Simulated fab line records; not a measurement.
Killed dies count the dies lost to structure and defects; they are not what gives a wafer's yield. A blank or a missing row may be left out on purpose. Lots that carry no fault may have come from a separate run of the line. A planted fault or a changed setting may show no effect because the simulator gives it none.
Lot-split experiment    flow n5Finfet    7 lots, 39 wafers read, on a route of 1938 steps

## ON THE SPLIT
At N5_ILD0_ALD_15 (deposits SiNx, target thk 24 nm, pulse time 1 s, ald cycles 480), the setting aldCycles was moved away from the recipe's 480 on 15 of the 39 wafers read, by +26.0% to +43.5%. All remaining wafers had this setting at the recipe value.

The reading comes from the split's own step.

## THE READING
SiNx_of_ILD0_ALD_15.thkNm (the simulator's own value, which no gauge read), in nm, at N5_ILD0_ALD_15 (deposits SiNx, target thk 24 nm, pulse time 1 s, ald cycles 480). The file does not state a usual value for it. Average 23.9 nm, standard deviation 0.1 nm, over the 24 wafers here run with the recipe.

wafer   tool, chamber at the split  aldCycles as run  against the recipe  SiNx_of_ILD0_ALD_15.thkNm, nm  against lot-mates on the recipe
L074.1  aldSin-04, 3                480               recipe              23.8                           -
L074.3  aldSin-04, 2,3              480               recipe              24                             -
L074.5  aldSin-04, 2,3              480               recipe              24                             -
L082.1  aldSin-01, 1                480               recipe              23.8                           -
L082.2  aldSin-01, 3                616               +28.3%              30.8                           +6.8
L082.3  aldSin-01, 2,1              616               +28.3%              30.6                           +6.6
L082.6  aldSin-01, 2,1              616               +28.3%              30.6                           +6.6
L082.4  aldSin-01, 0                480               recipe              24.2                           -
L082.5  aldSin-01, 0                480               recipe              24                             -
L085.1  aldSin-04, 2,0,2            480               recipe              24                             -
L085.4  aldSin-04, 2,0,2            480               recipe              24                             -
L085.5  aldSin-04, 2,0,2            480               recipe              24                             -
L085.2  aldSin-04, 1,0,1            668               +39.2%              33.4                           +9.4
L085.3  aldSin-04, 1,0,1            668               +39.2%              33.4                           +9.4
L085.6  aldSin-04, 1,0,1            668               +39.2%              33.4                           +9.4
L089.1  aldSin-03, 0,1,3            608               +26.7%              30.4                           +6.5
L089.2  aldSin-03, 0,1,3            608               +26.7%              30.4                           +6.5
L089.5  aldSin-03, 0,1,3            608               +26.7%              30.4                           +6.5
L089.3  aldSin-03, 2,3              480               recipe              23.8                           -
L089.4  aldSin-03, 2,3              480               recipe              23.8                           -
L089.6  aldSin-03, 2                480               recipe              24                             -
L093.1  aldSin-03, 2,1,2,1          480               recipe              24                             -
L093.2  aldSin-03, 2,1,2,1          480               recipe              24                             -
L093.4  aldSin-03, 2,1,2,1          480               recipe              24                             -
L093.5  aldSin-03, 2,1,2,1          480               recipe              24                             -
L093.3  aldSin-03, 3                480               recipe              23.8                           -
L093.6  aldSin-03, 3                480               recipe              23.8                           -
L096.1  aldSin-04, 3,2,2            689               +43.5%              34.4                           +10.4
L096.3  aldSin-04, 3,2,2            689               +43.5%              34.4                           +10.4
L096.6  aldSin-04, 3,2,2            689               +43.5%              34.4                           +10.4
L096.2  aldSin-04, 0,1,3            480               recipe              24                             -
L096.4  aldSin-04, 0,1,3            480               recipe              24                             -
L096.5  aldSin-04, 0,1,3            480               recipe              24                             -
L097.1  aldSin-01, 3,2              480               recipe              24                             -
L097.4  aldSin-01, 3,2              480               recipe              24                             -
L097.2  aldSin-01, 1                480               recipe              23.8                           -
L097.3  aldSin-01, 0,3              605               +26.0%              30.2                           +6.3
L097.6  aldSin-01, 0,3              605               +26.0%              30.2                           +6.3
L097.5  aldSin-01, 2                605               +26.0%              30                             +6.1
Where a row lists several chambers, the file gives one row for several wafers and doesn't say which wafer went through which chamber.

THE FIT
A straight line over all 39 wafers: SiNx_of_ILD0_ALD_15.thkNm changes by +0.24 nm for each +1% of aldCycles; r = +1.00; the points scatter about the line by 0.099 nm.
The same after taking each lot's own level away (the mean of its wafers on the recipe; 39 wafers): +0.239 nm for each +1%; r = +1.00; scatter 0.1 nm.
That fit puts the effect of the largest move of aldCycles on the reading at 10 nm.
From 23.87 to 24.00 nm: that is the span of the lots' own levels, equal to 1.3 times the standard deviation above.
Hence the lot-to-lot level has little effect on the slope; both slopes agree.
Check: for one of the wafers moved furthest among these (+43.5%), held out of the fit, the line's prediction against its lot-mates is +10.4 nm. Against them it came out at +10.4 nm.

## OTHER SPLITS ON THESE WAFERS
Before the reading, these wafers also passed through other splits. Each is held against what the fit with the lots' levels taken away leaves over:
other split on the same wafers        wafers away from the commonest value  r with SiNx_of_ILD0_ALD_15.thkNm (lot level and that fit taken away)
N5_FIN_SAQP_SPACER1_ALD_24 aldCycles  12                                    -0.18
N5_SPACER0_ALD_00 aldCycles           15                                    -0.33

## THE WHOLE CHAIN: every reading that the file lists as answering this split, in the file's order
step            what it does                                                            reading                                                                     change (the file's fit)                r (the file's)
N5_ILD0_ALD_15  deposits SiNx, target thk 24 nm, pulse time 1 s, ald cycles 480         SiNx_of_ILD0_ALD_15.thkNm (the simulator's own value, which no gauge read)  +0.239 nm for each +1% of the setting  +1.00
N5_ILD0_CMP_12  polishes SiNx, stops on poly-Si, t overpolish 6 s, target thk 17.67 nm  timeToEndpointS                                                             withheld for each +1% of the setting   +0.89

## THE FILE'S OWN FIT
SiNx_of_ILD0_ALD_15.thkNm changes by +0.239 nm for each +1% of aldCycles, r = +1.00.
